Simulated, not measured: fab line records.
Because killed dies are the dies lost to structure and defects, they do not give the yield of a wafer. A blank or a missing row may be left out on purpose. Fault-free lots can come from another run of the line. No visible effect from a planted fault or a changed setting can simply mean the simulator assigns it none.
Struck lot and sound lot, side by side | flow nandHarc | 15 steps out of a route of 1302
Sound: these wafers, L180.1, L180.3, L180.5. Struck: wafers L195.1, L195.3, L195.5. The cause is named last.
Order at every step that has rows: each side's tool, ch and its chambers, its first start. Under that, the readings that differ: sound wafers | struck wafers | difference of the means | sigmas: that difference in standard deviations of wafers without a fault.
alike: same words and numbers on both sides, and readings whose means sit less than 2 such deviations apart. not compared: any withheld reading, any reading some wafer has no value for, any bound like >300 that may hide the same value, and any number with overlapping values for which the record gives no deviation.
The two part at a step that has a row with sigmas, a row that says differs or no value, or rows on one side only. Numbers that have no deviation but don't overlap get no sigmas and don't part them. A reading missing from all wafers of one side parts the sides only when that side holds two or more wafers.

first, 1 step without rows for these wafers: NHARC_A_ONON_D1_DEP_12 (target thk 1000 nm).
NHARC_A_ONON_D1_THK_MEAS_14: measures by ellipsometry.
  struck on filmMetro-01, day 15 16:00; sound on filmMetro-02, day 9 07:23
  alike: thkNm
then, 2 steps without rows for these wafers: NHARC_A_ONON_D1_ANNEAL_15 (time 3600 s); NHARC_A_ONON_D1_DEP_16 (target thk 1000 nm).
NHARC_A_ONON_D1_THK_MEAS_18: measures by ellipsometry.
  struck on filmMetro-02, day 15 23:40; sound on filmMetro-01, day 9 15:07
  alike: thkNm
following that, 1 step holds no rows for these wafers, namely NHARC_A_ONON_D1_DEP_19 (target thickness 1000 nm).
NHARC_A_ONON_D1_THK_MEAS_21: measures by ellipsometry.
  struck on filmMetro-01, day 16 00:14; sound on filmMetro-01, day 9 15:41
  alike: thkNm
following that, 1 step holds no rows for these wafers, namely NHARC_A_ONON_D1_DEP_22 (target thickness 1000 nm).
NHARC_A_ONON_D1_THK_MEAS_24: measures by ellipsometry.
  struck on filmMetro-01, day 16 00:47; sound on filmMetro-01, day 9 16:15
  alike: thkNm
following that, 1 step holds no rows for these wafers, namely NHARC_A_ONON_D1_DEP_25 (target thickness 1000 nm).
NHARC_A_ONON_D1_THK_MEAS_27: measures by ellipsometry.
  struck on filmMetro-01, day 16 01:22; sound on filmMetro-02, day 9 16:49
  alike: thkNm
NHARC_A_ONON_D1_DEP_28: target thk 1000 nm.
  sound on pecvdOnon-01 ch 0, day 9 16:53; struck on pecvdOnon-01 ch 0, day 16 01:25
  alike: sih4FlowSccm
NHARC_A_ONON_D1_THK_MEAS_30: measures by ellipsometry.
  struck on filmMetro-02, day 16 02:05; sound on filmMetro-01, day 9 17:23
reading    | sound       | struck      | difference | sigmas
thkNm (nm) | 987 986 988 | 629 627 628 | -359       | -38
  not compared: hold
NHARC_A_ONON_D1_DEP_33: deposits SiO2, target thk 200 nm.
  sound on pecvd-04 ch 0,1,2, day 9 17:26; struck on pecvd-02 ch 0,1,2, day 16 05:13
reading | sound | struck                                                                  | difference                   | sigmas
hold    | - - - | awaitDispo/3.1h/release awaitDispo/3.1h/release awaitDispo/3.1h/release | no value on the sound wafers | 
  alike: heaterPowerW, throttleValvePct
-- jump in the record: it breaks off in module A_ONON_D1 and resumes in module END (first step shown: number 1302 of the route), and 17 days separate the struck wafers' starts before and after --
NHARC_END_SORT_01:
  here the record holds rows for the struck wafers (prober-01 ch 0, day 32 17:19) but none for the sound ones

WHERE THEY PART
Earliest at NHARC_A_ONON_D1_THK_MEAS_30; latest, in this record, at NHARC_END_SORT_01.

WHY: what the simulator had put in
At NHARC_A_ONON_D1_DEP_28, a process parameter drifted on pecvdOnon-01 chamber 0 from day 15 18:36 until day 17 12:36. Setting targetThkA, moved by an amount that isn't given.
